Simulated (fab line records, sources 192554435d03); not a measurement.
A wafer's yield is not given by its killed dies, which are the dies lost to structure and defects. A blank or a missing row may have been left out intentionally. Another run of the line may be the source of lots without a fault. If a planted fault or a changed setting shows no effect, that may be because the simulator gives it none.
fab line records	flow n5Finfet	part 1 of 2: steps 1 to 16 of 23
record: lots: 5	wafers: 15	lastDay: 18
route steps=1938 shown GATE_CUT@483
lots that met no fault: from a run of the same line without faults
startH: start of the lot's first displayed wafer, in hours after the record's first day	waitH: hours since the lot's step before	" repeats the value in the row above	L1.1+2: a row that stands for several wafers	- either no value or no given start	* or withheld: withheld	< > ~ a bound
route shown NAME@n: a module of which the file shows steps, and the number in the route of the first	usual: the fault-free wafers' mean and standard deviation	same: alike in all rows	chamber/n: place in a boat	sites: readings site by site	_std_site: how widely they spread, as a standard deviation	_edge_site: mean of outer sites minus mean of inner sites	radiusMm: for every site, how far away it sits from the centre of the wafer	mask NAME#n: copy n	behind: the last tool/chamber to shape the wafer	hold: cause of the lot's hold/its duration in hours/its outcome	device: which transistor (n, p or np) failed to switch	end of line: the route-end tests of the same wafers	for a step that has no rows: nothing shown but its recipe	killed: dies that structure and defects cost at the first sort, which is not the same as the wafer's yield	map: a wafer's dies, marking killed ones x, the rest . and places with no die _
set.NAME: the setting that was run; set.NAME@STEP: the one run at that earlier step	model.NAME: the simulator's own value behind a step, which no gauge read
a table for each step, a row for each wafer; lots at some steps of the route
services: from which hour (startH, from the record's first day; less than 0 if before it) a tool's chamber was out of use, for how many hours, and why
== steps ==
step: N5_GATE_CUT_SOFTBAKE_08
recipe: tempC: 110	timeS: 60	resist: CAR-EUV
usual: exhaustPa: 45.0/0.97	plateTempC: 109.98/0.12
lot.wafer	tool	chamber	startH	waitH	exhaustPa	plateTempC
L075.2	lithoTrack-04	0	-	-	44.2	110.06
L075.3	"	0	"	"	44.8	109.76
L075.5	"	0	"	"	44.4	110.00
L082.2	lithoTrack-04	0	-	-	46.6	110.16
L082.3	"	0	"	"	46.8	110.08
L082.5	"	0	"	"	45.5	110.21
L088.1	lithoTrack-03	0	-	-	44.3	109.98
L088.2	"	0	"	"	45.2	109.93
L088.6	"	0	"	"	44.1	109.96
L095.2	lithoTrack-04	0	-	-	43.5	110.08
L095.3	"	0	"	"	44.1	109.89
L095.5	"	0	"	"	44.9	110.03
L097.1	lithoTrack-03	0	-	-	45.5	110.07
L097.3	"	0	"	"	44.8	109.99
L097.4	"	0	"	"	44.7	110.00
step: N5_GATE_CUT_EXPOSE_10
recipe: maskId: GATE_CUT	na: 0.33	sourceShape: annular	sigmaInner: 0.35	sigmaOuter: 0.8	polarization: unpolarized	targetCdNm: 20	doseMj: 43.25
usual: exposureDoseMJCm2: 43.20/0.091	reticleTempC: 22.99/0.11
lot.wafer	tool	chamber	startH	waitH	mask	exposureDoseMJCm2	reticleTempC
L075.2	euvScanner-02	0	93.67	-	GATE_CUT#0	43.09	22.84
L075.3	"	0	"	"	GATE_CUT#0	43.10	22.87
L075.5	"	0	"	"	GATE_CUT#0	43.09	22.89
L082.2	euvScanner-02	0	134.42	-	GATE_CUT#0	43.13	22.91
L082.3	"	0	"	"	GATE_CUT#0	43.10	22.95
L082.5	"	0	"	"	GATE_CUT#0	43.12	22.89
L088.1	euvScanner-02	0	172.42	-	GATE_CUT#0	43.05	22.91
L088.2	"	0	"	"	GATE_CUT#0	43.09	23.00
L088.6	"	0	"	"	GATE_CUT#0	43.06	22.90
L095.2	euvScanner-01	0	210.22	-	GATE_CUT#0	43.27	23.09
L095.3	"	0	"	"	GATE_CUT#0	43.26	23.05
L095.5	"	0	"	"	GATE_CUT#0	43.30	23.19
L097.1	euvScanner-02	0	229.15	-	GATE_CUT#0	43.11	22.96
L097.3	"	0	"	"	GATE_CUT#0	43.12	23.04
L097.4	"	0	"	"	GATE_CUT#0	43.17	22.96
step: N5_GATE_CUT_PEB_11
recipe: pebTempC: 100	pebTimeS: 60	resist: CAR-EUV
usual: exhaustPa: 45.2/0.84	plateTempC: 100.02/0.13
lot.wafer	tool	chamber	startH	waitH	exhaustPa	plateTempC
L075.2	lithoTrack-05	0	93.73	0.1	45.2	100.03
L075.3	"	0	"	"	45.0	99.91
L075.5	"	0	"	"	45.1	100.10
L082.2	lithoTrack-05	0	134.48	0.1	45.1	100.04
L082.3	"	0	"	"	46.0	100.09
L082.5	"	0	"	"	46.0	100.07
L088.1	lithoTrack-03	0	172.48	0.1	45.7	100.21
L088.2	"	0	"	"	45.2	100.10
L088.6	"	0	"	"	44.2	100.19
L095.2	lithoTrack-03	0	210.28	0.1	45.5	99.86
L095.3	"	0	"	"	45.6	99.72
L095.5	"	0	"	"	45.5	99.87
L097.1	lithoTrack-05	0	229.21	0.1	44.2	100.21
L097.3	"	0	"	"	43.9	99.99
L097.4	"	0	"	"	44.1	99.85
step: N5_GATE_CUT_DEVELOP_12
recipe: developTimeS: 30	developer: TMAH	resist: CAR-EUV	rinseLiquid: surfactantRinse	dry: airSpin	devTempC: 23
usual: exhaustPa: 45.2/0.89
lot.wafer	tool	chamber	startH	waitH	exhaustPa
L075.2	lithoTrack-05	0	-	-	46.8
L075.3	"	0	"	"	45.4
L075.5	"	0	"	"	45.2
L082.2	lithoTrack-05	0	-	-	44.9
L082.3	"	0	"	"	46.6
L082.5	"	0	"	"	45.0
L088.1	lithoTrack-03	0	-	-	44.1
L088.2	"	0	"	"	44.3
L088.6	"	0	"	"	44.6
L095.2	lithoTrack-03	0	-	-	44.3
L095.3	"	0	"	"	44.0
L095.5	"	0	"	"	44.9
L097.1	lithoTrack-05	0	-	-	46.8
L097.3	"	0	"	"	45.1
L097.4	"	0	"	"	44.2
step: N5_GATE_CUT_CD_MEAS_13
recipe: targetCdNm: 20	landingEnergyEv: 500	detector: seInlens
usual: cdNm: 20.0/0.32
same: landingEnergyEv: 500
lot.wafer	tool	chamber	startH	waitH	cdNm
L075.2	cdSem-03	0	93.80	-	19.9
L075.3	"	0	"	"	20.4
L075.5	"	0	"	"	20.2
L082.2	cdSem-01	0	134.55	-	20.1
L082.3	"	0	"	"	20.2
L082.5	"	0	"	"	20.4
L088.1	cdSem-03	0	172.55	-	20.0
L088.2	"	0	"	"	20.1
L088.6	"	0	"	"	20.1
L095.2	cdSem-03	0	210.34	-	19.7
L095.3	"	0	"	"	20.2
L095.5	"	0	"	"	19.9
L097.1	cdSem-03	0	229.28	-	20.3
L097.3	"	0	"	"	19.9
L097.4	"	0	"	"	19.6
step: N5_GATE_CUT_OVL_MEAS_14
recipe: pointsPerWafer: 522
usual: GATE_CUT_OVL: 0.5/0.64
lot.wafer	tool	chamber	startH	waitH	GATE_CUT_OVL[nm]
L075.2	overlay-02	0	93.83	0.0	0.2
L075.3	"	0	"	"	0.6
L075.5	"	0	"	"	0.0
L082.2	overlay-01	0	134.58	0.0	0.6
L082.3	"	0	"	"	0.9
L082.5	"	0	"	"	0.2
L088.1	overlay-02	0	172.58	0.0	-0.5
L088.2	"	0	"	"	0.3
L088.6	"	0	"	"	0.2
L095.2	overlay-01	0	210.38	0.0	0.9
L095.3	"	0	"	"	1.3
L095.5	"	0	"	"	0.4
L097.1	overlay-02	0	229.31	0.0	1.3
L097.3	"	0	"	"	0.4
L097.4	"	0	"	"	0.5
step: N5_GATE_CUT_INSPECT_15
recipe: mode: adi	inspectInstrument: brightfield
usual: rawDefectCount: 128/42
lot.wafer	tool	chamber	startH	waitH	rawDefectCount
L075.2	defectInspect-02	-	93.89	0.0	119
L075.3	"	-	"	"	114
L075.5	"	-	"	"	170
L082.2	defectInspect-02	-	134.63	0.0	161
L082.3	"	-	"	"	124
L082.5	"	-	"	"	103
L088.1	defectInspect-01	-	172.64	0.1	167
L088.2	"	-	"	"	103
L088.6	"	-	"	"	96
L095.2	defectInspect-02	-	210.43	0.0	97
L095.3	"	-	"	"	99
L095.5	"	-	"	"	144
L097.1	defectInspect-01	-	229.37	0.1	139
L097.3	"	-	"	"	111
L097.4	"	-	"	"	106
step: N5_GATE_CUT_DESCUM_18
recipe: chemistry: O2	timeS: 7	sourcePowerW: 50	biasPowerW: 20	pressureMtorr: 20	rfFrequencyHz: 2.712e+07	tempC: 40	resist: CAR-EUV	o2FlowSccm: 225
usual: drypumpMotorCurrentA: 5.8/0.32	oesProductAu: 0.77/0.082	rfVppV: 242.5/1.4	showerheadPlenumPTorr: 2.05/0.078	throttleValvePct: 20.42/0.22
lot.wafer	tool	chamber	startH	waitH	drypumpMotorCurrentA	oesProductAu	rfHoursCounterH	rfVppV	showerheadPlenumPTorr	throttleValvePct
L075.2	rieDiel-03	2	93.93	0.0	6.5	0.70	227	243.3	2.09	20.42
L075.3	"	0	"	"	5.8	0.94	9	245.6	2.14	20.55
L075.5	"	0	"	"	5.9	0.94	-	243.0	2.14	20.54
L082.2	rieDiel-03	0	134.67	0.0	5.8	0.90	20	243.5	2.13	20.56
L082.3	"	1	"	"	5.6	0.75	176	241.5	2.00	20.76
L082.5	"	0	"	"	5.8	0.90	-	243.7	2.13	20.55
L088.1	rieDiel-03	3	172.90	0.3	5.5	0.70	233	241.2	1.97	20.20
L088.2	"	0	"	"	5.8	0.88	30	243.5	2.13	20.57
L088.6	"	1	"	"	5.6	0.73	-	242.4	2.00	20.79
L095.2	rieDiel-04	1	210.46	0.0	6.2	0.74	179	245.9	2.18	20.39
L095.3	"	1	"	"	6.2	0.74	-	245.1	2.18	20.36
L095.5	"	1	"	"	6.2	0.74	-	245.0	2.18	20.38
L097.1	rieDiel-06	3	229.40	0.0	6.0	0.76	141	241.9	2.02	20.58
L097.3	"	1	"	"	6.2	0.89	43	242.2	2.04	20.52
L097.4	"	0	"	"	5.5	0.68	246	241.9	1.97	20.51
step: N5_GATE_CUT_ETCH_28
recipe: chemistry: N2/H2	target: underlayer	targetDepthA: 130	maskMaterial: CAR-EUV	timeS: 10.4	ionEnergyEv: 200	pressureMtorr: 30	sourceW: 840	biasW: 150	n2FlowSccm: 200	h2FlowSccm: 200	ends: cleared
usual: drypumpMotorCurrentA: 5.8/0.32	etchRfOnTimeS: 10.4/0.38	oesProductAu: 0.66/0.073	rfVppV: 522.6/2.6	showerheadPlenumPTorr: 2.48/0.093	throttleValvePct: 17.80/0.22
lot.wafer	tool	chamber	startH	waitH	drypumpMotorCurrentA	etchRfOnTimeS	oesProductAu	rfHoursCounterH	rfVppV	showerheadPlenumPTorr	throttleValvePct
L075.2	rieDiel-03	2	93.97	0.0	6.6	10.5	0.60	227	523.6	2.49	17.53
L075.3	"	0	"	"	5.9	9.8	0.82	9	523.3	2.60	18.00
L075.5	"	0	"	"	5.8	9.8	0.82	-	527.0	2.59	17.99
L082.2	rieDiel-03	0	134.70	0.0	5.8	9.8	0.79	20	524.7	2.59	18.00
L082.3	"	1	"	"	5.6	10.1	0.65	176	520.4	2.42	18.08
L082.5	"	0	"	"	5.9	9.8	0.79	-	525.9	2.59	18.01
L088.1	rieDiel-03	3	172.94	0.0	5.5	10.4	0.60	233	520.7	2.40	17.76
L088.2	"	0	"	"	5.9	9.8	0.78	30	526.3	2.59	18.02
L088.6	"	1	"	"	5.6	10.2	0.63	-	521.6	2.42	18.09
L095.2	rieDiel-04	1	210.52	0.0	6.2	11.2	0.61	179	527.8	2.61	17.55
L095.3	"	1	"	"	6.2	11.2	0.60	-	526.1	2.61	17.56
L095.5	"	1	"	"	6.2	11.2	0.61	-	527.0	2.61	17.55
L097.1	rieDiel-06	3	229.44	0.0	6.0	10.2	0.65	141	522.3	2.43	17.76
L097.3	"	1	"	"	6.2	10.3	0.74	43	522.8	2.49	17.95
L097.4	"	0	"	"	5.4	10.2	0.60	246	521.0	2.38	17.96
step: N5_GATE_CUT_ETCH_36
recipe: chemistry: CF4	target: SiARC	targetDepthA: 130	maskMaterial: CAR-EUV	timeS: 21.7	ionEnergyEv: 80	pressureMtorr: 40	sourceW: 545	biasW: 36	Ar_flow_sccm: 100	cf4FlowSccm: 100	ends: cleared
usual: drypumpMotorCurrentA: 5.8/0.32	etchRfOnTimeS: 21.6/0.85	oesProductAu: 0.66/0.073	rfVppV: 183.6/1.1	showerheadPlenumPTorr: 2.11/0.075	throttleValvePct: 15.63/0.17
lot.wafer	tool	chamber	startH	waitH	drypumpMotorCurrentA	etchRfOnTimeS	oesProductAu	rfHoursCounterH	rfVppV	showerheadPlenumPTorr	throttleValvePct
L075.2	rieDiel-03	2	93.99	0.0	6.5	21.9	0.59	227	183.2	2.12	15.59
L075.3	"	0	"	"	5.9	20.3	0.81	9	184.1	2.20	15.65
L075.5	"	0	"	"	5.9	20.4	0.81	-	184.5	2.20	15.65
L082.2	rieDiel-03	0	134.72	0.0	5.9	20.4	0.78	20	184.3	2.19	15.69
L082.3	"	1	"	"	5.6	21.1	0.64	176	183.1	2.06	15.87
L082.5	"	0	"	"	5.9	20.5	0.79	-	184.4	2.19	15.68
L088.1	rieDiel-03	3	172.96	0.0	5.5	21.9	0.59	233	183.0	2.03	15.55
L088.2	"	0	"	"	5.8	20.4	0.78	30	185.0	2.19	15.68
L088.6	"	1	"	"	5.6	21.1	0.64	-	182.7	2.05	15.88
L095.2	rieDiel-04	1	210.55	0.0	6.2	23.5	0.61	179	186.3	2.22	15.53
L095.3	"	1	"	"	6.1	23.5	0.61	-	183.6	2.22	15.51
L095.5	"	1	"	"	6.2	23.5	0.60	-	184.9	2.22	15.51
L097.1	rieDiel-06	3	229.46	0.0	6.0	21.6	0.64	141	185.0	2.08	15.75
L097.3	"	1	"	"	6.2	21.6	0.74	43	184.4	2.10	15.64
L097.4	"	0	"	"	5.4	21.6	0.58	246	182.9	2.03	15.84
step: N5_GATE_CUT_ETCH_37
recipe: chemistry: N2/H2	target: SOC	targetDepthA: 600	overetchA: 120	maskMaterial: SiARC	tempC: 40	timeS: 90	ionEnergyEv: 200	pressureMtorr: 30	sourceW: 840	biasW: 150	n2FlowSccm: 200	h2FlowSccm: 200
usual: drypumpMotorCurrentA: 5.8/0.32	oesProductAu: 0.69/0.068	rfVppV: 522.5/2.7	showerheadPlenumPTorr: 2.48/0.093	throttleValvePct: 17.77/0.22
lot.wafer	tool	chamber	startH	waitH	drypumpMotorCurrentA	oesProductAu	rfHoursCounterH	rfVppV	showerheadPlenumPTorr	throttleValvePct
L075.2	rieDiel-03	2	94.01	0.0	6.6	0.63	227	524.4	2.49	17.49
L075.3	"	0	"	"	5.9	0.82	9	526.3	2.60	17.94
L075.5	"	0	"	"	5.8	0.83	-	525.5	2.59	17.95
L082.2	rieDiel-03	0	134.75	0.0	5.8	0.80	20	526.3	2.59	17.98
L082.3	"	1	"	"	5.6	0.66	176	521.1	2.42	18.05
L082.5	"	0	"	"	5.8	0.80	-	525.1	2.59	17.97
L088.1	rieDiel-03	3	172.98	0.0	5.5	0.62	233	517.7	2.40	17.71
L088.2	"	0	"	"	5.8	0.78	30	525.2	2.59	18.01
L088.6	"	1	"	"	5.6	0.66	-	520.4	2.42	18.07
L095.2	rieDiel-04	1	210.58	0.0	6.2	0.66	179	527.6	2.61	17.56
L095.3	"	1	"	"	6.2	0.65	-	527.3	2.61	17.55
L095.5	"	1	"	"	6.2	0.66	-	526.0	2.61	17.55
L097.1	rieDiel-06	3	229.48	0.0	6.0	0.68	141	521.3	2.42	17.74
L097.3	"	1	"	"	6.2	0.77	43	521.5	2.49	17.93
L097.4	"	0	"	"	5.5	0.61	246	519.6	2.38	17.94
step: N5_GATE_CUT_STRIP_38
recipe: chemistry: N2/H2	tempC: 40	n2FlowSccm: 200	h2FlowSccm: 200	rfFrequencyHz: 6e+07
lot.wafer	tool	chamber	startH	waitH
L075.2+3+5	rieDiel-03	2,0,0	94.08	0.0
L082.2+3+5	rieDiel-03	0,1,0	134.81	0.0
L088.1+2+6	rieDiel-03	3,0,1	173.05	0.0
L095.2+3+5	rieDiel-04	1	210.68	0.1
L097.1+3+4	rieDiel-06	3,1,0	229.55	0.0
step: N5_GATE_CUT_STRIP_39
recipe: chemistry: N2/H2	tempC: 40	n2FlowSccm: 200	h2FlowSccm: 200	rfFrequencyHz: 6e+07
lot.wafer	tool	chamber	startH	waitH
L075.2+3+5	rieDiel-03	2,0,0	94.09	0.0
L082.2+3+5	rieDiel-03	0,1,0	134.82	0.0
L088.1+2+6	rieDiel-03	3,0,1	173.06	0.0
L095.2+3+5	rieDiel-04	1	210.70	0.0
L097.1+3+4	rieDiel-06	3,1,0	229.56	0.0
step: N5_GATE_CUT_HM_OPEN_40
recipe: chemistry: C4F6/O2	target: SiO2	maskMaterial: SiARC	targetDepthA: 1390	timeS: 85.1	ionEnergyEv: 250	pressureMtorr: 30	sourceW: 345	biasW: 185	Ar_flow_sccm: 300	C4F6_flow_sccm: 10	O2_flow_sccm: 10	ends: cleared
usual: drypumpMotorCurrentA: 5.8/0.32	etchRfOnTimeS: 93.7/2.5	oesProductAu: 0.70/0.074	rfVppV: 656/14	showerheadPlenumPTorr: 2.80/0.096	throttleValvePct: 20.97/0.2
lot.wafer	tool	chamber	startH	waitH	drypumpMotorCurrentA	etchRfOnTimeS	oesProductAu	rfHoursCounterH	rfVppV	showerheadPlenumPTorr	throttleValvePct
L075.2	rieDiel-03	2	94.10	0.0	6.6	94.3	0.63	227	649	2.82	20.79
L075.3	"	0	"	"	5.9	88.2	0.86	9	648	2.89	20.94
L075.5	"	0	"	"	5.8	89.7	0.86	-	648	2.89	20.94
L082.2	rieDiel-03	0	134.83	0.0	5.8	90.2	0.82	20	648	2.88	20.95
L082.3	"	1	"	"	5.6	90.2	0.68	176	651	2.72	21.19
L082.5	"	0	"	"	5.8	90.3	0.83	-	649	2.88	20.94
L088.1	rieDiel-03	3	173.07	0.0	5.5	92.8	0.63	233	648	2.72	20.91
L088.2	"	0	"	"	5.9	91.2	0.81	30	647	2.88	20.99
L088.6	"	1	"	"	5.6	94.2	0.67	-	653	2.72	21.19
L095.2	rieDiel-04	1	210.71	0.0	6.2	97.7	0.65	179	667	2.95	20.83
L095.3	"	1	"	"	6.2	99.3	0.65	-	667	2.95	20.84
L095.5	"	1	"	"	6.2	100.0	0.65	-	665	2.95	20.83
L097.1	rieDiel-06	3	229.57	0.0	6.0	94.7	0.68	141	635	2.78	21.19
L097.3	"	1	"	"	6.2	93.2	0.78	43	655	2.80	21.12
L097.4	"	0	"	"	5.5	95.2	0.62	246	653	2.71	21.15
step: N5_GATE_CUT_STRIP_41
recipe: chemistry: CF4	resist: SiARC	powerW: 300	biasPowerW: 75	pressureMtorr: 50	cf4FlowSccm: 150	rfFrequencyHz: 6e+07
usual: drypumpMotorCurrentA: 5.8/0.32	oesProductAu: 0.179/0.018	rfVppV: 270.4/1.6	showerheadPlenumPTorr: 1.76/0.066	throttleValvePct: 13.60/0.18
lot.wafer	tool	chamber	startH	waitH	drypumpMotorCurrentA	oesProductAu	rfHoursCounterH	rfVppV	showerheadPlenumPTorr	throttleValvePct
L075.2	rieDiel-03	2	94.16	0.0	6.5	0.164	227	272.5	1.78	13.57
L075.3	"	0	"	"	5.8	0.218	9	271.3	1.86	13.62
L075.5	"	0	"	"	5.8	0.220	-	271.1	1.86	13.63
L082.2	rieDiel-03	0	134.89	0.0	5.8	0.205	20	272.0	1.86	13.66
L082.3	"	1	"	"	5.6	0.171	176	269.9	1.73	13.88
L082.5	"	0	"	"	5.8	0.207	-	271.8	1.86	13.66
L088.1	rieDiel-03	3	173.13	0.0	5.5	0.164	233	269.1	1.69	13.50
L088.2	"	0	"	"	5.9	0.205	30	271.1	1.85	13.68
L088.6	"	1	"	"	5.6	0.170	-	269.7	1.73	13.90
L095.2	rieDiel-04	1	210.80	0.1	6.2	0.172	179	272.7	1.86	13.53
L095.3	"	1	"	"	6.2	0.172	-	272.8	1.86	13.50
L095.5	"	1	"	"	6.2	0.168	-	272.0	1.86	13.50
L097.1	rieDiel-06	3	229.63	0.0	6.0	0.176	141	269.3	1.74	13.68
L097.3	"	1	"	"	6.2	0.199	43	269.6	1.75	13.51
L097.4	"	0	"	"	5.5	0.156	246	269.8	1.70	13.81
step: N5_GATE_CUT_STRIP_42
recipe: chemistry: O2	powerW: 400	tempC: 40	pressureMtorr: 30	rfFrequencyHz: 6e+07	biasPowerW: 0	overashFraction: 0.3	o2FlowSccm: 225
usual: drypumpMotorCurrentA: 5.8/0.32	oesProductAu: 0.77/0.082	rfVppV: 3.6/0.46	showerheadPlenumPTorr: 2.05/0.078	throttleValvePct: 16.66/0.18
lot.wafer	tool	chamber	startH	waitH	drypumpMotorCurrentA	oesProductAu	rfHoursCounterH	rfVppV	showerheadPlenumPTorr	throttleValvePct
L075.2	rieDiel-03	2	94.18	0.0	6.5	0.70	227	3.9	2.09	16.68
L075.3	"	0	"	"	5.8	0.94	9	3.8	2.14	16.69
L075.5	"	0	"	"	5.8	0.93	-	4.4	2.14	16.68
L082.2	rieDiel-03	0	134.91	0.0	5.9	0.91	20	4.8	2.14	16.69
L082.3	"	1	"	"	5.6	0.74	176	3.9	2.01	16.94
L082.5	"	0	"	"	5.8	0.90	-	3.1	2.14	16.67
L088.1	rieDiel-03	3	173.15	0.0	5.5	0.69	233	3.5	1.97	16.54
L088.2	"	0	"	"	5.8	0.89	30	3.2	2.13	16.70
L088.6	"	1	"	"	5.6	0.73	-	3.8	2.00	16.95
L095.2	rieDiel-04	1	210.83	0.0	6.2	0.74	179	3.8	2.19	16.65
L095.3	"	1	"	"	6.2	0.73	-	3.4	2.19	16.63
L095.5	"	1	"	"	6.2	0.73	-	3.2	2.19	16.62
L097.1	rieDiel-06	3	229.65	0.0	6.0	0.76	141	3.7	2.03	16.80
L097.3	"	1	"	"	6.2	0.88	43	3.0	2.05	16.74
L097.4	"	0	"	"	5.5	0.68	246	3.8	1.97	16.83
